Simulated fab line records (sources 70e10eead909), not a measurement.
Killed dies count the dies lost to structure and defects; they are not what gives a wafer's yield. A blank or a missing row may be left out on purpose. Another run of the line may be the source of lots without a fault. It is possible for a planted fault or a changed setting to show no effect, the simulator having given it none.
Which tool was responsible? ; flow nand harc ; 36 wafers from 12 lots sampled at 5 of the route's 1302 steps

WHAT EACH GAUGE READ, for each wafer
NHARC_END_SORT_01.
lot;measured;on;killed at array;killed at other;killed at periphery;killed dies;killed open;killed short
L975;day 25 20:13;prober-02;673 674 677;0 1 0;4 2 0;677 677 677;3 7 3;5 6 3
L974;day 25 12:23;prober-02;665 668 667;0 0 0;12 9 10;677 677 677;10 4 3;3 0 3

EACH LOT AND THE TOOL THAT RAN IT (in order: tool; ch and the chambers of the sampled wafers; start)
lot;NHARC_A_CHANNEL_HOLE_D1_ETCH_22;NHARC_A_CHANNEL_HOLE_D1_STRIP_27;NHARC_A_CHANNEL_HOLE_D1_XSEM_31;NHARC_A_CHANNEL_FILL_D1_CVD_05
L971;har etch-01 ch 0,1, day 9 01:26;rie diel-10 ch 0,1,2, day 9 06:13 or earlier;xsem-02 ch 0, day 9 06:13;lpcvd poly-03 ch 0, day 10 11:22
L972;har etch-02 ch 0,1, day 9 07:17;rie diel-13 ch 2,3, day 9 12:11 or earlier;xsem-01 ch 0, day 9 12:11;lpcvd poly-01 ch 0, day 10 18:29
L975;har etch-01 ch 0, day 10 09:05;rie diel-13 ch 0,2,3, day 10 13:49 or earlier;xsem-01 ch 0, day 10 13:49;lpcvd poly-04, day 11 16:59
L974;har etch-02 ch 1, day 10 10:16;rie diel-01 ch 0,2,3, day 10 15:02 or earlier;xsem-02 ch 0, day 10 15:02;lpcvd poly-04, day 11 16:59
L979;har etch-02 ch 0,1, day 12 01:34;rie diel-13 ch 1,2,3, day 12 06:19 or earlier;xsem-01 ch 0, day 12 06:19;lpcvd poly-03 ch 0, day 13 08:38
L984;har etch-02 ch 0,1, day 14 22:42;rie diel-13 ch 1,2,3, day 15 03:16 or earlier;xsem-01 ch 0, day 15 03:16;lpcvd poly-01 ch 0, day 16 06:02
L987;har etch-01 ch 0,1, day 15 13:02;rie diel-13 ch 0,2, day 15 17:48 or earlier;xsem-02 ch 0, day 15 17:48;lpcvd poly-04 ch 0, day 16 21:28
L989;har etch-01 ch 0,1, day 16 20:49;rie diel-13 ch 0,1, day 17 01:33 or earlier;xsem-02 ch 0, day 17 01:33;lpcvd poly-03 ch 0, day 18 08:50
L990;har etch-01 ch 0,1, day 17 00:58;rie diel-13 ch 1,2, day 17 05:42 or earlier;xsem-01 ch 0, day 17 05:42;lpcvd poly-03 ch 0, day 18 08:50
L991;har etch-01 ch 0, day 17 05:13;rie diel-13 ch 0,1, day 17 10:01 or earlier;xsem-02 ch 0, day 17 10:01;lpcvd poly-03 ch 0, day 18 14:15
L992;har etch-02 ch 0,1, day 17 18:32;rie diel-10 ch 1,2,3, day 17 23:17 or earlier;xsem-01 ch 0, day 17 23:17;lpcvd poly-04 ch 0, day 19 02:40
L993;har etch-01 ch 0,1, day 18 03:53;rie diel-13 ch 0,2,3, day 18 08:38 or earlier;xsem-02 ch 0, day 18 08:38;lpcvd poly-04 ch 0, day 19 12:02
- NHARC_A_CHANNEL_HOLE_D1_ETCH_22: etches the open film in C4F8/O2/Ar, time 666.7 s, target depth 1600 nm.
- NHARC_A_CHANNEL_HOLE_D1_STRIP_27: strips in O2.
- NHARC_A_CHANNEL_HOLE_D1_XSEM_31
- NHARC_A_CHANNEL_FILL_D1_CVD_05: deposits poly-Si, target thk 5 nm.

WHAT THE TOOLS THEMSELVES READ (means of the sampled wafers that have a number; where no wafer has one, the mark that the record gives instead)
NHARC_A_CHANNEL_HOLE_D1_ETCH_22.
lot;tool;drypump motor current A (A);showerhead plenum p Torr (Torr);throttle valve pct (%)
L971;har etch-01;5.5;3.55;32.148
L972;har etch-02;5.5;3.68;32.156
L975;har etch-01;6.7;3.59;32.155
L974;har etch-02;5.0;3.65;32.163
L979;har etch-02;6.0;3.68;32.157
L984;har etch-02;5.5;3.64;32.151
L987;har etch-01;6.1;3.52;32.156
L989;har etch-01;5.6;3.49;32.145
L990;har etch-01;6.2;3.51;32.163
L991;har etch-01;6.7;3.53;32.156
L992;har etch-02;6.0;3.75;32.162
L993;har etch-01;6.2;3.50;32.150

NHARC_A_CHANNEL_HOLE_D1_STRIP_27.
lot;tool;drypump motor current A (A);oes product au (a.u.);rf vpp V (V);showerhead plenum p Torr (Torr);throttle valve pct (%)
L971;rie diel-10;5.5;1.008;57.3;3.47;17.033
L972;rie diel-13;5.3;0.991;58.0;3.58;17.036
L975;rie diel-13;5.5;0.996;58.1;3.50;17.041
L974;rie diel-01;5.8;1.002;58.5;3.45;17.032
L979;rie diel-13;5.7;0.996;58.1;3.51;17.047
L984;rie diel-13;5.7;0.998;57.0;3.51;17.043
L987;rie diel-13;5.5;0.998;58.1;3.48;17.040
L989;rie diel-13;6.3;0.995;57.0;3.34;17.034
L990;rie diel-13;6.1;0.999;58.1;3.42;17.045
L991;rie diel-13;6.0;0.998;57.4;3.33;17.046
L992;rie diel-10;5.6;1.007;57.6;3.45;17.044
L993;rie diel-13;5.5;1.002;57.4;3.50;17.027

NHARC_A_CHANNEL_HOLE_D1_XSEM_31.
lot;tool;bot cd nm (nm);bow nm (nm);tilt deg (degrees)
L971;xsem-02;75.4;8.06;0.03
L972;xsem-01;73.6;8.92;0.11
L975;xsem-01;72.5;8.99;0.06
L974;xsem-02;73.8;8.58;0.09
L979;xsem-01;74.3;8.48;0.11
L984;xsem-01;74.7;8.10;0.05
L987;xsem-02;73.5;9.22;0.07
L989;xsem-02;75.0;8.77;0.08
L990;xsem-01;75.7;8.42;0.01
L991;xsem-02;74.3;8.87;0.04
L992;xsem-01;74.6;8.56;0.17
L993;xsem-02;74.7;8.65;0.11

NHARC_A_CHANNEL_FILL_D1_CVD_05.
lot;tool;spike tc bottom C (C);spike tc centre C (C);spike tc upper C (C);zone power bottom pct (%);zone power centre pct (%)
L971;lpcvd poly-03;567.4;550.4;548.5;8.7;7.1
L972;lpcvd poly-01;573.8;551.4;552.7;9.1;8.0
L975;lpcvd poly-04;-;-;-;-;-
L974;lpcvd poly-04;-;-;-;-;-
L979;lpcvd poly-03;568.8;550.2;549.9;8.6;7.1
L984;lpcvd poly-01;574.2;551.7;552.2;9.1;7.9
L987;lpcvd poly-04;573.8;552.5;551.6;12.0;9.1
L989;lpcvd poly-03;568.4;549.8;548.8;8.7;7.0
L990;lpcvd poly-03;568.3;551.2;549.5;8.5;7.1
L991;lpcvd poly-03;568.3;550.0;548.3;8.7;7.0
L992;lpcvd poly-04;574.7;553.0;551.4;12.1;9.2
L993;lpcvd poly-04;574.4;551.2;550.2;12.0;9.2

THE ANSWER, worked out from the rows above alone
Rule: what is usual is taken from the lots themselves. Put in order of their means at a reading, lots are off if they are a third of the lots or fewer, leave a main group of 4 or more, and stand apart from it by a gap of 3 or more times the standard deviation of the main group's means; of several such gaps the widest counts. If all means in a main group match to the digits the tables above print for the reading, that group is not used. A lot without any number at a reading at which 4 lots or more have one is off too. All remaining lots with rows at the step are treated as sound. After the gauges, taken in route order, come the tools' own readings; for these a lot's mean is taken, as printed above. The first step at which some lot is off is used, and at that step the reading that is off furthest; a lot without a number counts as furthest.
Off, at NHARC_A_CHANNEL_FILL_D1_CVD_05 on spike tc bottom C: L975, L974. Without a number there: L975, L974. The main group has a mean of 571.2 C with a standard deviation of 3.
A tool fits if, at that step or a process step before it, it ran every lot that is off, and no sound lot after the first of them. With no start given for some of its lots, NHARC_A_CHANNEL_HOLE_D1_STRIP_27 uses the hours and lot order of NHARC_A_CHANNEL_HOLE_D1_XSEM_31. Not one of the candidates tried fits.

WHAT THE SIMULATOR HAD INSERTED
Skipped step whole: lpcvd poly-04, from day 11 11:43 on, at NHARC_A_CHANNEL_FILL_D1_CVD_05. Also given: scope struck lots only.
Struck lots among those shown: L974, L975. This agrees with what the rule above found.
